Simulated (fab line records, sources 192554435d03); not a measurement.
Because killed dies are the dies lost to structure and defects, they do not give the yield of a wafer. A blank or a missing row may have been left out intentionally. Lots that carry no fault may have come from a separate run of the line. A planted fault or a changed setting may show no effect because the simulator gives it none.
One fault through the eyes of 3 desks || flow n5Finfet || each desk holds nothing but its own numbers, with what lay behind them at the end

== THE METROLOGY DESK ==
What the gauges read for every lot (on any tool): the sampled wafers with a number, averaged. Marked OUT: a lot whose mean sits more than 4 standard deviations from the usual mean, which makes it out of limits; the brackets give that distance. Readings shown: 7 out of 11 (the first out of limits, and those lying furthest out on some lot).
Columns: A = GC_FILL_THK at N5_GATE_CUT_THK_MEAS_24, usual 220.8 nm; B = DIBL_N at N5_BEOL_M4_RC_MEAS_101, usual 35.8 mV/V; C = DIBL_P at N5_BEOL_M4_RC_MEAS_101, usual 35.3 mV/V; D = IOFF_N at N5_BEOL_M4_RC_MEAS_101, usual 0.150 nA/um; E = IOFF_P at N5_BEOL_M4_RC_MEAS_101, usual 0.194 nA/um; F = VT_N at N5_BEOL_M4_RC_MEAS_101, usual 251 mV; G = VT_P at N5_BEOL_M4_RC_MEAS_101, usual -252 mV
{"lot": "L696", "first seen here": "day 5 06:58", "A": 225.6, "B": 36.6, "C": 36.7, "D": 0.157, "E": 0.207, "F": 251, "G": -252}
{"lot": "L698", "first seen here": "day 5 16:52", "A": 220.5, "B": 36.3, "C": 35.3, "D": 0.156, "E": 0.189, "F": 251, "G": -250}
{"lot": "L699", "first seen here": "day 6 01:49", "A": 218.4, "B": 33.3, "C": 32.5, "D": 0.116, "E": 0.147, "F": 255, "G": -255}
{"lot": "L703", "first seen here": "day 7 01:04", "A": "195.3 (-12) OUT", "B": 35.0, "C": 36.4, "D": 0.161, "E": 0.227, "F": 248, "G": -246}
{"lot": "L709", "first seen here": "day 8 11:43", "A": 222.1, "B": 36.1, "C": 36.6, "D": 0.155, "E": 0.214, "F": 248, "G": -249}
{"lot": "L710", "first seen here": "day 8 17:49", "A": 222.6, "B": 35.0, "C": 34.1, "D": 0.127, "E": 0.183, "F": 254, "G": -252}
{"lot": "L713", "first seen here": "day 9 12:37", "A": 221.6, "B": 36.2, "C": 34.5, "D": 0.165, "E": 0.226, "F": 246, "G": -247}
{"lot": "L716", "first seen here": "day 10 10:25", "A": 221.1, "B": 37.0, "C": 35.5, "D": 0.168, "E": 0.218, "F": 249, "G": -250}
Finding of this desk: L703 out of limits, first seen on L703 at day 7 01:04 (GC_FILL_THK at N5_GATE_CUT_THK_MEAS_24). Within limits: L696, L698, L699, L709, L710, L713, L716.

== FOR THE TOOL OWNER'S DESK: pecvd-02 ==
The tool's own readings at N5_GATE_CUT_HM_DEP_46 (deposits SiO2 from TEOS/O2, target thk 130 nm, time 26.6 s): means of the sampled wafers that have a number, for each lot that ran on this tool. Marked OUT: a lot whose mean sits more than 4 standard deviations from the usual mean, which makes it out of limits; the brackets give that distance.
Columns: A = heaterPowerOuterW at N5_GATE_CUT_HM_DEP_46, usual 320 W; B = heaterPowerW at N5_GATE_CUT_HM_DEP_46, usual 565 W; C = showerheadPlenumPTorr at N5_GATE_CUT_HM_DEP_46, usual 8.35 Torr; D = throttleValvePct at N5_GATE_CUT_HM_DEP_46, usual 18.4 %
{"lot": "L699", "first seen here": "day 5 22:44", "A": 300, "B": 544, "C": 8.37, "D": 18.9}
{"lot": "L703", "first seen here": "day 6 21:40", "A": 334, "B": 626, "C": 8.38, "D": 18.9}
This desk's verdict: no lot among the 2 shows anything out of limits.

== THE DEFECT DESK ==
For each lot, the counts of the inspections along the route, averaged over the sampled wafers that have a number. Marked OUT: a lot whose mean sits more than 4 standard deviations from the usual mean, which makes it out of limits; the brackets give that distance.
Columns: A = rawDefectCount at N5_GATE_CUT_INSPECT_15, usual 120
{"lot": "L696", "first seen here": "day 5 04:17", "A": 95}
{"lot": "L698", "first seen here": "day 5 14:08", "A": 95}
{"lot": "L699", "first seen here": "day 5 23:09", "A": 154}
{"lot": "L703", "first seen here": "day 6 22:13", "A": 127}
{"lot": "L709", "first seen here": "day 8 09:04", "A": 174}
{"lot": "L710", "first seen here": "day 8 15:03", "A": 87}
{"lot": "L713", "first seen here": "day 9 09:37", "A": 151}
{"lot": "L716", "first seen here": "day 10 07:17", "A": 79}
This desk's verdict: no lot among the 8 shows anything out of limits.

== TAKEN TOGETHER ==
An alarm was possible from the metrology desk at day 7 01:04, on L703.
The tool owner's desk saw nothing out of limits.
No out-of-limits result turned up at the defect desk.
The tool owner's desk has L703 on record, within its limits.
The defect desk has L703 on record, within its limits.
Every lot named ran N5_GATE_CUT_HM_DEP_46 on pecvd-02.

== WHAT THE SIMULATOR HAD PUT IN ==
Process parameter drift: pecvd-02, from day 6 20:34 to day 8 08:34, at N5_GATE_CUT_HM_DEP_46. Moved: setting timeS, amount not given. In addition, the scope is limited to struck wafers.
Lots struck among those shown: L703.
Time in hours between the start of the fault and the first out-of-limits reading at each desk: metrology desk, 4.
